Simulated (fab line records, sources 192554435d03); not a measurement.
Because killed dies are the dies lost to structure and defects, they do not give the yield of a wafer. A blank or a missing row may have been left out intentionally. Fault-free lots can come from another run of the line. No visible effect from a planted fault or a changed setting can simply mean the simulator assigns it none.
Matching of chambers    flow n5_finfet    ald_sin-01 running N5_BEOL_M4_ALD_98: 4 sister chambers
The step deposits SiO2, target thk 2.5 nm, pulse time 1 s, co reactant pulse time 1 s. 16 wafers are shown with their chamber, then 8 later ones without.

WAFERS WITH THEIR CHAMBER
wafer   chamber  heater_power_w (W)  precursor_pulse_height_rel
L074.2  0        78                  1.006
L074.3  2        78                  0.992
L074.4  1        71                  1.010
L077.1  1        72                  0.969
L077.2  2        78                  0.974
L077.3  3        84                  1.024
L082.1  0        78                  0.997
L082.3  3        85                  1.001
L082.6  2        80                  1.008
L086.1  3        86                  1.032
L086.3  2        81                  1.003
L086.4  0        79                  1.002
L087.2  0        80                  0.983
L087.3  2        81                  0.972
L087.4  3        87                  0.976
L088.2  1        72                  1.002

SIGNATURES, as means of the wafers listed above
reading                     chamber 0  chamber 1  chamber 2  chamber 3  scatter within a chamber
heater_power_w              78.75      71.67      79.60      85.50      1.21
precursor_pulse_height_rel  0.99700    0.99367    0.98980    1.00825    0.0188
Rule: a wafer lies at a distance from a chamber equal to the root of the sum of squares, over the readings, of (its reading less the chamber's mean, divided by the reading's scatter). If the next closest chamber is less than 2 further off than the closest, the wafer can't be placed; otherwise it belongs to the closest. How the scatter is found: for the shown wafers, subtract from each reading the mean of its chamber, square and add these, divide the total by (wafers less chambers), then take the root.

WAFERS WHOSE CHAMBER IS MISSING
wafer   heater_power_w (W)  precursor_pulse_height_rel
L088.5  80                  1.011
L088.6  74                  0.997
L089.2  88                  0.991
L089.3  79                  0.989
L089.6  80                  1.010
L094.1  81                  0.994
L094.2  88                  0.970
L094.5  88                  1.010

EACH ONE'S CHAMBER
wafer   from the rows above      in truth
L088.5  can't be placed: 2 or 0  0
L088.6  can't be placed: 1 or 0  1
L089.2  3                        3
L089.3  can't be placed: 0 or 2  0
L089.6  can't be placed: 2 or 0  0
L094.1  can't be placed: 2 or 0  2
L094.2  3                        3
L094.5  3                        3
Placed correctly: 3 of 8. Can't be placed from these rows: 5 (the true chamber is among the candidates in 5). Number placed wrongly: 0.
